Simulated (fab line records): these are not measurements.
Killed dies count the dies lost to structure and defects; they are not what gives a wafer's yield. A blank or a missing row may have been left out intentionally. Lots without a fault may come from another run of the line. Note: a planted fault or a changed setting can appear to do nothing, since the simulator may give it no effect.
fab line records :: flow nand-harc
record
  lots=5
  wafers=15
  last-day=32
route steps=1302 shown P_GATE@155
lots untouched by any fault: they come from a run of this same line in which no faults occurred
start-h: hours from the record's first day to the start of the lot's first wafer shown :: wait-h: hours elapsed since this lot's preceding step :: " the same as in the row above :: L1.1+2: several wafers, shown together as one row :: - no value present, or no start provided :: * or withheld: withheld :: < > ~ a bound
route shown NAME@n: NAME is a module with steps in the file, n the number in the route of the first one :: usual: the fault-free wafers' mean and standard deviation :: same: alike in all rows :: chamber/n: place in a boat :: sites: each site's reading :: _std_site: how widely they spread, as a standard deviation :: _edge_site: inner sites' mean taken away from outer sites' mean :: radius-mm: for every site, how far away it sits from the centre of the wafer :: mask NAME#n: copy n :: behind: the most recent tool/chamber to have shaped the wafer :: hold: why the lot went on hold/how many hours it stayed there/how the hold came to an end :: device: transistor that didn't switch, given as n, p or np :: end of line: tests run on the same wafers once the route is complete :: a step without rows: its recipe alone :: killed: dies that structure and defects cost at the first sort, which is not the same as the wafer's yield :: map: the dies of a wafer, with x for killed, . for not killed, _ for no die there
set.NAME: the setting the step ran with; set.NAME@STEP: the setting that earlier step ran with :: model.NAME: the simulator's own value behind a step, which no gauge read
certain route steps with their lots: each step a table, each wafer a row
services: the hour from which a tool's chamber was out of use, counted from the record's first day as start-h (under 0 if before that day), plus the number of hours and why
## steps
# step NHARC_P_GATE_ALD_36
# recipe
  target-thk-a=200
  pulse-time-s=60
  ald-cycles=223
  temp-c=400
  material=SiNx
# usual
  heater-power-w=862/88
  precursor-pulse-height-rel=0.998/0.019
lot.wafer: L840.3
tool: ald-sin-04
chamber: 3
start-h: 176.38
wait-h: -
heater-power-w: 958
precursor-pulse-height-rel: 0.986

lot.wafer: L840.4
tool: ald-sin-04
chamber: 1
start-h: 178.55
wait-h: -
heater-power-w: 907
precursor-pulse-height-rel: 1.000

lot.wafer: L840.6
tool: ald-sin-04
chamber: 3
start-h: 180.72
wait-h: -
heater-power-w: 961
precursor-pulse-height-rel: 1.007

lot.wafer: L841.2
tool: ald-sin-01
chamber: 3
start-h: 184.31
wait-h: -
heater-power-w: 820
precursor-pulse-height-rel: 1.007

lot.wafer: L841.3
tool: ald-sin-01
chamber: 0
start-h: 185.39
wait-h: -
heater-power-w: 756
precursor-pulse-height-rel: 1.017

lot.wafer: L841.6
tool: ald-sin-01
chamber: 1
start-h: 186.47
wait-h: -
heater-power-w: 915
precursor-pulse-height-rel: 1.001

lot.wafer: L844.3
tool: ald-sin-01
chamber: 1
start-h: 217.68
wait-h: -
heater-power-w: 938
precursor-pulse-height-rel: 1.000

lot.wafer: L844.4
tool: ald-sin-01
chamber: 0
start-h: 220.80
wait-h: -
heater-power-w: 741
precursor-pulse-height-rel: 1.030

lot.wafer: L844.6
tool: ald-sin-01
chamber: 1
start-h: 221.85
wait-h: -
heater-power-w: 908
precursor-pulse-height-rel: 1.019

lot.wafer: L848.2
tool: ald-sin-04
chamber: 0
start-h: 257.26
wait-h: -
heater-power-w: 948
precursor-pulse-height-rel: 1.010

lot.wafer: L848.6
tool: ald-sin-04
chamber: 2
start-h: 259.36
wait-h: -
heater-power-w: 873
precursor-pulse-height-rel: 0.988

lot.wafer: L848.5
tool: ald-sin-04
chamber: 3
start-h: 260.41
wait-h: -
heater-power-w: 972
precursor-pulse-height-rel: 1.000

lot.wafer: L855.2
tool: ald-sin-02
chamber: 2
start-h: 317.49
wait-h: -
heater-power-w: 680
precursor-pulse-height-rel: 0.985

lot.wafer: L855.1
tool: ald-sin-02
chamber: 0
start-h: 318.88
wait-h: -
heater-power-w: 784
precursor-pulse-height-rel: 0.992

lot.wafer: L855.5
tool: ald-sin-02
chamber: 1
start-h: 324.44
wait-h: -
heater-power-w: 911
precursor-pulse-height-rel: 1.000
# step NHARC_P_GATE_ETCHBACK_37
# recipe
  target-depth-a=345
  time-s=17.2
  chf3-flow-sccm=50
  o2-flow-sccm=10
  ar-flow-sccm=200
  rf-w=500
  bias-w=200
  chemistry=CHF3/O2
# usual
  drypump-motor-current-A=5.7/0.41
  oes-product-au=0.95/0.032
  rf-vpp-V=371.8/2.1
  showerhead-plenum-p-Torr=2.45/0.094
  throttle-valve-pct=20.572/0.0089
lot.wafer: L840.4
tool: rie-diel-07
chamber: 0
start-h: -
wait-h: -
drypump-motor-current-A: 6.6
oes-product-au: 0.93
rf-hours-counter-h: 2.0
rf-vpp-V: 374.8
showerhead-plenum-p-Torr: 2.56
throttle-valve-pct: 20.574

lot.wafer: L840.3
tool: rie-diel-07
chamber: 2
start-h: -
wait-h: -
drypump-motor-current-A: 5.8
oes-product-au: 0.94
rf-hours-counter-h: 2.4
rf-vpp-V: 370.7
showerhead-plenum-p-Torr: 2.33
throttle-valve-pct: 20.582

lot.wafer: L840.6
tool: rie-diel-07
chamber: 1
start-h: -
wait-h: -
drypump-motor-current-A: 5.6
oes-product-au: 0.92
rf-hours-counter-h: -
rf-vpp-V: 372.0
showerhead-plenum-p-Torr: 2.39
throttle-valve-pct: 20.566

lot.wafer: L841.2
tool: rie-diel-07
chamber: 3
start-h: -
wait-h: -
drypump-motor-current-A: 5.5
oes-product-au: 0.95
rf-hours-counter-h: 2.0
rf-vpp-V: 371.9
showerhead-plenum-p-Torr: 2.48
throttle-valve-pct: 20.563

lot.wafer: L841.3
tool: rie-diel-07
chamber: 1
start-h: -
wait-h: -
drypump-motor-current-A: 5.6
oes-product-au: 0.94
rf-hours-counter-h: 2.6
rf-vpp-V: 370.7
showerhead-plenum-p-Torr: 2.39
throttle-valve-pct: 20.585

lot.wafer: L841.6
tool: rie-diel-07
chamber: 2
start-h: -
wait-h: -
drypump-motor-current-A: 5.7
oes-product-au: 0.93
rf-hours-counter-h: -
rf-vpp-V: 368.1
showerhead-plenum-p-Torr: 2.33
throttle-valve-pct: 20.576

lot.wafer: L844.4
tool: rie-diel-06
chamber: 3
start-h: -
wait-h: -
drypump-motor-current-A: 6.0
oes-product-au: 0.93
rf-hours-counter-h: 3.4
rf-vpp-V: 374.2
showerhead-plenum-p-Torr: 2.58
throttle-valve-pct: 20.578

lot.wafer: L844.3
tool: rie-diel-06
chamber: 0
start-h: -
wait-h: -
drypump-motor-current-A: 5.4
oes-product-au: 0.93
rf-hours-counter-h: 4.2
rf-vpp-V: 372.8
showerhead-plenum-p-Torr: 2.53
throttle-valve-pct: 20.552

lot.wafer: L844.6
tool: rie-diel-06
chamber: 2
start-h: -
wait-h: -
drypump-motor-current-A: 6.0
oes-product-au: 0.93
rf-hours-counter-h: -
rf-vpp-V: 370.1
showerhead-plenum-p-Torr: 2.40
throttle-valve-pct: 20.572

lot.wafer: L848.2
tool: rie-diel-07
chamber: 0
start-h: -
wait-h: -
drypump-motor-current-A: 6.7
oes-product-au: 0.92
rf-hours-counter-h: 5.4
rf-vpp-V: 373.3
showerhead-plenum-p-Torr: 2.56
throttle-valve-pct: 20.580

lot.wafer: L848.5
tool: rie-diel-07
chamber: 2
start-h: -
wait-h: -
drypump-motor-current-A: 5.8
oes-product-au: 0.93
rf-hours-counter-h: -
rf-vpp-V: 370.3
showerhead-plenum-p-Torr: 2.33
throttle-valve-pct: 20.574

lot.wafer: L848.6
tool: rie-diel-07
chamber: 3
start-h: -
wait-h: -
drypump-motor-current-A: 5.5
oes-product-au: 0.94
rf-hours-counter-h: -
rf-vpp-V: 371.1
showerhead-plenum-p-Torr: 2.48
throttle-valve-pct: 20.567

lot.wafer: L855.1
tool: rie-diel-06
chamber: 1
start-h: -
wait-h: -
drypump-motor-current-A: 5.3
oes-product-au: 1.01
rf-hours-counter-h: 0.2
rf-vpp-V: 373.8
showerhead-plenum-p-Torr: 2.57
throttle-valve-pct: 20.571

lot.wafer: L855.2
tool: rie-diel-06
chamber: 2
start-h: -
wait-h: -
drypump-motor-current-A: 6.0
oes-product-au: 1.00
rf-hours-counter-h: 0.2
rf-vpp-V: 371.4
showerhead-plenum-p-Torr: 2.40
throttle-valve-pct: 20.575

lot.wafer: L855.5
tool: rie-diel-06
chamber: 1
start-h: -
wait-h: -
drypump-motor-current-A: 5.2
oes-product-au: 1.01
rf-hours-counter-h: -
rf-vpp-V: 374.3
showerhead-plenum-p-Torr: 2.57
throttle-valve-pct: 20.578
# step NHARC_P_GATE_STRIP_101
# recipe
  time-s=20
  o2-flow-sccm=500
  ar-flow-sccm=0
  bias-w=0
  chemistry=O2
# usual
  drypump-motor-current-A=5.7/0.41
  oes-product-au=1.004/0.0069
  rf-vpp-V=58.0/0.82
  showerhead-plenum-p-Torr=3.60/0.14
  throttle-valve-pct=17.036/0.0094
lot.wafer: L840.4
tool: rie-diel-07
chamber: 0
start-h: 185.08
wait-h: 0.1
drypump-motor-current-A: 6.6
oes-product-au: 1.002
rf-hours-counter-h: 2.1
rf-vpp-V: 57.1
showerhead-plenum-p-Torr: 3.75
throttle-valve-pct: 17.048

lot.wafer: L840.3
tool: rie-diel-07
chamber: 3
start-h: 185.08
wait-h: 0.1
drypump-motor-current-A: 5.5
oes-product-au: 1.020
rf-hours-counter-h: 1.9
rf-vpp-V: 58.6
showerhead-plenum-p-Torr: 3.64
throttle-valve-pct: 17.033

lot.wafer: L840.6
tool: rie-diel-07
chamber: 0
start-h: 185.08
wait-h: 0.1
drypump-motor-current-A: 6.6
oes-product-au: 1.002
rf-hours-counter-h: -
rf-vpp-V: 57.5
showerhead-plenum-p-Torr: 3.75
throttle-valve-pct: 17.041

lot.wafer: L841.3
tool: rie-diel-07
chamber: 3
start-h: 191.89
wait-h: 0.1
drypump-motor-current-A: 5.5
oes-product-au: 1.013
rf-hours-counter-h: 2.0
rf-vpp-V: 58.8
showerhead-plenum-p-Torr: 3.64
throttle-valve-pct: 17.037

lot.wafer: L841.2
tool: rie-diel-07
chamber: 0
start-h: 191.89
wait-h: 0.1
drypump-motor-current-A: 6.7
oes-product-au: 1.001
rf-hours-counter-h: 2.2
rf-vpp-V: 58.5
showerhead-plenum-p-Torr: 3.75
throttle-valve-pct: 17.032

lot.wafer: L841.6
tool: rie-diel-07
chamber: 2
start-h: 191.89
wait-h: 0.1
drypump-motor-current-A: 5.7
oes-product-au: 1.000
rf-hours-counter-h: -
rf-vpp-V: 56.8
showerhead-plenum-p-Torr: 3.43
throttle-valve-pct: 17.025

lot.wafer: L844.3
tool: rie-diel-06
chamber: 3
start-h: 227.20
wait-h: 0.1
drypump-motor-current-A: 6.0
oes-product-au: 1.002
rf-hours-counter-h: 3.4
rf-vpp-V: 59.1
showerhead-plenum-p-Torr: 3.78
throttle-valve-pct: 17.028

lot.wafer: L844.4
tool: rie-diel-06
chamber: 0
start-h: 227.20
wait-h: 0.1
drypump-motor-current-A: 5.4
oes-product-au: 0.994
rf-hours-counter-h: 4.2
rf-vpp-V: 57.4
showerhead-plenum-p-Torr: 3.71
throttle-valve-pct: 17.057

lot.wafer: L844.6
tool: rie-diel-06
chamber: 0
start-h: 227.20
wait-h: 0.1
drypump-motor-current-A: 5.4
oes-product-au: 1.008
rf-hours-counter-h: -
rf-vpp-V: 58.2
showerhead-plenum-p-Torr: 3.71
throttle-valve-pct: 17.040

lot.wafer: L848.2
tool: rie-diel-07
chamber: 2
start-h: 264.73
wait-h: 0.1
drypump-motor-current-A: 5.7
oes-product-au: 1.003
rf-hours-counter-h: 5.3
rf-vpp-V: 58.9
showerhead-plenum-p-Torr: 3.43
throttle-valve-pct: 17.038

lot.wafer: L848.6
tool: rie-diel-07
chamber: 1
start-h: 264.73
wait-h: 0.1
drypump-motor-current-A: 5.6
oes-product-au: 0.999
rf-hours-counter-h: -
rf-vpp-V: 56.8
showerhead-plenum-p-Torr: 3.51
throttle-valve-pct: 17.058

lot.wafer: L848.5
tool: rie-diel-07
chamber: 2
start-h: 264.73
wait-h: 0.1
drypump-motor-current-A: 5.8
oes-product-au: 1.008
rf-hours-counter-h: -
rf-vpp-V: 55.4
showerhead-plenum-p-Torr: 3.43
throttle-valve-pct: 17.027

lot.wafer: L855.1
tool: rie-diel-06
chamber: 1
start-h: 329.09
wait-h: 0.1
drypump-motor-current-A: 5.2
oes-product-au: 1.006
rf-hours-counter-h: 0.2
rf-vpp-V: 59.9
showerhead-plenum-p-Torr: 3.77
throttle-valve-pct: 17.029

lot.wafer: L855.2
tool: rie-diel-06
chamber: 3
start-h: 329.09
wait-h: 0.1
drypump-motor-current-A: 6.0
oes-product-au: 1.007
rf-hours-counter-h: 0.4
rf-vpp-V: 57.8
showerhead-plenum-p-Torr: 3.78
throttle-valve-pct: 17.028

lot.wafer: L855.5
tool: rie-diel-06
chamber: 2
start-h: 329.09
wait-h: 0.1
drypump-motor-current-A: 6.1
oes-product-au: 1.004
rf-hours-counter-h: -
rf-vpp-V: 57.9
showerhead-plenum-p-Torr: 3.52
throttle-valve-pct: 17.039
# step NHARC_P_GATE_PRECLEAN_97
# recipe
  time-s=600
  temp-c=120
  chemistry=SPM
# step NHARC_P_GATE_SRD_98
# step NHARC_P_GATE_PRECLEAN_99
# recipe
  time-s=*
  temp-c=50
  bath-age-min=0
  chemistry=SC1
# step NHARC_P_GATE_SRD_100
# step NHARC_P_GATE_DEHYDRATE_38
# recipe
  temp-c=150
  time-s=120
# step NHARC_P_GATE_HMDS_39
# recipe
  time-s=30
# step NHARC_P_GATE_COAT_40
# recipe
  spin-rpm=3000
# step NHARC_P_GATE_SOFTBAKE_41
# recipe
  temp-c=122
  time-s=95
# step NHARC_P_GATE_EBR_42
# step NHARC_P_GATE_EXPOSE_43
# recipe
  na=0.6
  target-cd-nm=720
  dose-mj=14.81
  mask-id=P_NSD
lot.wafer: L840.3+4+6
tool: krf-scanner-01
chamber: 0
start-h: 185.73
wait-h: -
mask: P_NSD#0

lot.wafer: L841.2+3+6
tool: krf-scanner-02
chamber: 0
start-h: 192.65
wait-h: -
mask: P_NSD#0

lot.wafer: L844.3+4+6
tool: krf-scanner-01
chamber: 0
start-h: 227.97
wait-h: -
mask: P_NSD_R1#0

lot.wafer: L848.2+5+6
tool: krf-scanner-03
chamber: 0
start-h: 265.49
wait-h: -
mask: P_NSD#0

lot.wafer: L855.1+2+5
tool: krf-scanner-02
chamber: 0
start-h: 329.87
wait-h: -
mask: P_NSD#0
# step NHARC_P_GATE_PEB_44
# recipe
  peb-temp-c=118
  peb-time-s=85
# step NHARC_P_GATE_DEVELOP_45
# recipe
  time-s=70
# step NHARC_P_GATE_CD_MEAS_46
# recipe
  target-cd-nm=720
  landing-energy-ev=500
# usual
  cd-nm=719.6/1.4
lot.wafer: L840.3
tool: cd-sem-02
chamber: 0
start-h: 185.88
wait-h: -
cd-nm: 719.7

lot.wafer: L840.4
tool: cd-sem-02
chamber: 0
start-h: 185.88
wait-h: -
cd-nm: 719.3

lot.wafer: L840.6
tool: cd-sem-02
chamber: 0
start-h: 185.88
wait-h: -
cd-nm: 720.4

lot.wafer: L841.2
tool: cd-sem-03
chamber: 0
start-h: 192.80
wait-h: -
cd-nm: 720.6

lot.wafer: L841.3
tool: cd-sem-03
chamber: 0
start-h: 192.80
wait-h: -
cd-nm: 720.9

lot.wafer: L841.6
tool: cd-sem-03
chamber: 0
start-h: 192.80
wait-h: -
cd-nm: 718.3

lot.wafer: L844.3
tool: cd-sem-01
chamber: 0
start-h: 228.12
wait-h: -
cd-nm: 696.7

lot.wafer: L844.4
tool: cd-sem-01
chamber: 0
start-h: 228.12
wait-h: -
cd-nm: 696.6

lot.wafer: L844.6
tool: cd-sem-01
chamber: 0
start-h: 228.12
wait-h: -
cd-nm: 695.7

lot.wafer: L848.2
tool: cd-sem-03
chamber: 0
start-h: 265.65
wait-h: -
cd-nm: 721.5

lot.wafer: L848.5
tool: cd-sem-03
chamber: 0
start-h: 265.65
wait-h: -
cd-nm: 720.7

lot.wafer: L848.6
tool: cd-sem-03
chamber: 0
start-h: 265.65
wait-h: -
cd-nm: 722.0

lot.wafer: L855.1
tool: cd-sem-02
chamber: 0
start-h: 330.02
wait-h: -
cd-nm: 718.2

lot.wafer: L855.2
tool: cd-sem-02
chamber: 0
start-h: 330.02
wait-h: -
cd-nm: 717.9

lot.wafer: L855.5
tool: cd-sem-02
chamber: 0
start-h: 330.02
wait-h: -
cd-nm: 719.6
# step NHARC_P_GATE_HARDBAKE_47
# recipe
  temp-c=125
  time-s=80
# step NHARC_P_GATE_DESCUM_48
# recipe
  time-s=3
  o2-flow-sccm=200
  ar-flow-sccm=0
  bias-power-w=0
  chemistry=O2
# usual
  drypump-motor-current-A=5.7/0.42
  oes-product-au=1.004/0.0073
  rf-vpp-V=58.0/0.86
  showerhead-plenum-p-Torr=1.96/0.081
  throttle-valve-pct=11.312/0.0086
lot.wafer: L840.4
tool: rie-diel-06
chamber: 2
start-h: 186.03
wait-h: -
drypump-motor-current-A: 6.1
oes-product-au: 1.008
rf-hours-counter-h: 1.5
rf-vpp-V: 58.8
showerhead-plenum-p-Torr: 1.91
throttle-valve-pct: 11.319
model.P_GATE.cd-nm: 719.3

lot.wafer: L840.3
tool: rie-diel-06
chamber: 3
start-h: 186.03
wait-h: -
drypump-motor-current-A: 6.0
oes-product-au: 1.008
rf-hours-counter-h: 1.4
rf-vpp-V: 57.0
showerhead-plenum-p-Torr: 2.06
throttle-valve-pct: 11.314
model.P_GATE.cd-nm: 719.7

lot.wafer: L840.6
tool: rie-diel-06
chamber: 2
start-h: 186.03
wait-h: -
drypump-motor-current-A: 6.0
oes-product-au: 1.005
rf-hours-counter-h: -
rf-vpp-V: 57.7
showerhead-plenum-p-Torr: 1.91
throttle-valve-pct: 11.325
model.P_GATE.cd-nm: 720.2

lot.wafer: L841.2
tool: rie-diel-07
chamber: 2
start-h: 192.96
wait-h: -
drypump-motor-current-A: 5.7
oes-product-au: 1.013
rf-hours-counter-h: 2.5
rf-vpp-V: 57.8
showerhead-plenum-p-Torr: 1.86
throttle-valve-pct: 11.307
model.P_GATE.cd-nm: 720.6

lot.wafer: L841.3
tool: rie-diel-07
chamber: 3
start-h: 192.96
wait-h: -
drypump-motor-current-A: 5.5
oes-product-au: 1.018
rf-hours-counter-h: 2.0
rf-vpp-V: 60.4
showerhead-plenum-p-Torr: 1.98
throttle-valve-pct: 11.311
model.P_GATE.cd-nm: 720.8

lot.wafer: L841.6
tool: rie-diel-07
chamber: 3
start-h: 192.96
wait-h: -
drypump-motor-current-A: 5.5
oes-product-au: 1.015
rf-hours-counter-h: -
rf-vpp-V: 57.8
showerhead-plenum-p-Torr: 1.98
throttle-valve-pct: 11.300
model.P_GATE.cd-nm: 718.5

lot.wafer: L844.4
tool: rie-diel-10
chamber: 0
start-h: 228.29
wait-h: -
drypump-motor-current-A: 5.4
oes-product-au: 1.005
rf-hours-counter-h: 10.7
rf-vpp-V: 57.8
showerhead-plenum-p-Torr: 1.96
throttle-valve-pct: 11.314
model.P_GATE.cd-nm: 696.5

lot.wafer: L844.3
tool: rie-diel-10
chamber: 2
start-h: 228.29
wait-h: -
drypump-motor-current-A: 5.5
oes-product-au: 0.996
rf-hours-counter-h: 10.1
rf-vpp-V: 58.1
showerhead-plenum-p-Torr: 1.83
throttle-valve-pct: 11.310
model.P_GATE.cd-nm: 696.8

lot.wafer: L844.6
tool: rie-diel-10
chamber: 0
start-h: 228.29
wait-h: -
drypump-motor-current-A: 5.4
oes-product-au: 1.008
rf-hours-counter-h: -
rf-vpp-V: 59.7
showerhead-plenum-p-Torr: 1.96
throttle-valve-pct: 11.298
model.P_GATE.cd-nm: 695.9

lot.wafer: L848.2
tool: rie-diel-07
chamber: 0
start-h: 265.84
wait-h: -
drypump-motor-current-A: 6.7
oes-product-au: 1.008
rf-hours-counter-h: 5.4
rf-vpp-V: 58.3
showerhead-plenum-p-Torr: 2.04
throttle-valve-pct: 11.296
model.P_GATE.cd-nm: 721.3

lot.wafer: L848.5
tool: rie-diel-07
chamber: 1
start-h: 265.84
wait-h: -
drypump-motor-current-A: 5.6
oes-product-au: 1.008
rf-hours-counter-h: -
rf-vpp-V: 56.6
showerhead-plenum-p-Torr: 1.90
throttle-valve-pct: 11.320
model.P_GATE.cd-nm: 721

lot.wafer: L848.6
tool: rie-diel-07
chamber: 2
start-h: 265.84
wait-h: -
drypump-motor-current-A: 5.7
oes-product-au: 0.999
rf-hours-counter-h: -
rf-vpp-V: 57.8
showerhead-plenum-p-Torr: 1.86
throttle-valve-pct: 11.305
model.P_GATE.cd-nm: 722.1

lot.wafer: L855.2
tool: rie-diel-10
chamber: 1
start-h: 330.18
wait-h: -
drypump-motor-current-A: 5.3
oes-product-au: 0.999
rf-hours-counter-h: 5.3
rf-vpp-V: 56.9
showerhead-plenum-p-Torr: 1.90
throttle-valve-pct: 11.298
model.P_GATE.cd-nm: 718.2

lot.wafer: L855.1
tool: rie-diel-10
chamber: 2
start-h: 330.18
wait-h: -
drypump-motor-current-A: 5.5
oes-product-au: 1.007
rf-hours-counter-h: 5.1
rf-vpp-V: 58.2
showerhead-plenum-p-Torr: 1.83
throttle-valve-pct: 11.319
model.P_GATE.cd-nm: 718.7

lot.wafer: L855.5
tool: rie-diel-10
chamber: 1
start-h: 330.18
wait-h: -
drypump-motor-current-A: 5.3
oes-product-au: 0.992
rf-hours-counter-h: -
rf-vpp-V: 58.7
showerhead-plenum-p-Torr: 1.91
throttle-valve-pct: 11.315
model.P_GATE.cd-nm: 719.9
# step NHARC_P_GATE_IMPLANT_49
# recipe
  energy-kev=30
  dose-cm2=3e+15
  tilt-deg=7
## services
tool: rie-diel-07
chamber: 0
start-h: 175.26
hours: -
kind: clean

tool: rie-diel-07
chamber: 1
start-h: 175.26
hours: -
kind: clean

tool: rie-diel-07
chamber: 2
start-h: 175.26
hours: -
kind: clean

tool: rie-diel-07
chamber: 3
start-h: 175.26
hours: -
kind: clean

tool: rie-diel-06
chamber: -
start-h: 175.52
hours: 0.6
kind: repair

tool: krf-scanner-03
chamber: -
start-h: 224.00
hours: 4.0
kind: pm

tool: ald-sin-04
chamber: -
start-h: 226.65
hours: 12.6
kind: repair

tool: rie-diel-10
chamber: -
start-h: 242.67
hours: 9.0
kind: pm

tool: rie-diel-10
chamber: 2
start-h: 265.30
hours: 3.0
kind: repair

tool: krf-scanner-02
chamber: -
start-h: 266.00
hours: 4.0
kind: pm

tool: ald-sin-04
chamber: -
start-h: 267.72
hours: 10.0
kind: pm

tool: krf-scanner-03
chamber: -
start-h: 277.14
hours: 0.3
kind: repair

tool: ald-sin-02
chamber: -
start-h: 277.35
hours: 1.1
kind: repair

tool: krf-scanner-02
chamber: -
start-h: 284.09
hours: 2.5
kind: repair

tool: ald-sin-02
chamber: 2
start-h: 293.27
hours: 5.7
kind: repair

tool: rie-diel-07
chamber: -
start-h: 294.20
hours: 9.0
kind: pm

tool: ald-sin-02
chamber: -
start-h: 296.13
hours: 10.0
kind: pm

tool: rie-diel-07
chamber: 1
start-h: 305.46
hours: 2.6
kind: repair

tool: ald-sin-01
chamber: 1
start-h: 307.20
hours: 5.9
kind: repair

tool: rie-diel-06
chamber: -
start-h: 307.30
hours: 9.0
kind: pm

tool: krf-scanner-01
chamber: -
start-h: 312.00
hours: 4.0
kind: pm

tool: ald-sin-02
chamber: 3
start-h: 312.01
hours: 14.1
kind: repair

tool: ald-sin-04
chamber: 3
start-h: 320.79
hours: 17.8
kind: repair

tool: rie-diel-10
chamber: -
start-h: 327.78
hours: 0.4
kind: repair
## key
first-sign
  step=NHARC_P_GATE_EXPOSE_43
  reading=mask
  direction=changed
effect
  step=NHARC_P_GATE_CD_MEAS_46
  reading=cd-nm
  direction=down
  sigmas=17
  usual=719.6
  struck=696.3
model-effect
  step=NHARC_P_GATE_DESCUM_48
  value=P_GATE.cd-nm
  without=719.7
  struck=696.4
met-at NHARC_P_GATE_EXPOSE_43
struck-wafers L844.3,L844.4,L844.6
tester-left-out L844
onset-between 185.73 227.97
fault
  kind=wrong-mask
  tool=any
  chamber=-
  onset-h=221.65
  steps=NHARC_P_GATE_EXPOSE_43
  aux-copy=P_NSD_R1#0
  cd-offset-nm=-23.333
  scope=struck-lots-only
# tester-left-out: of these lots the tester's yield and bins aren't shown, on N5 and GAA mostly nor the transistor test; their killed dies are dies lost to structure and defects alone, not to doping, threshold or leakage, so they don't give the yield
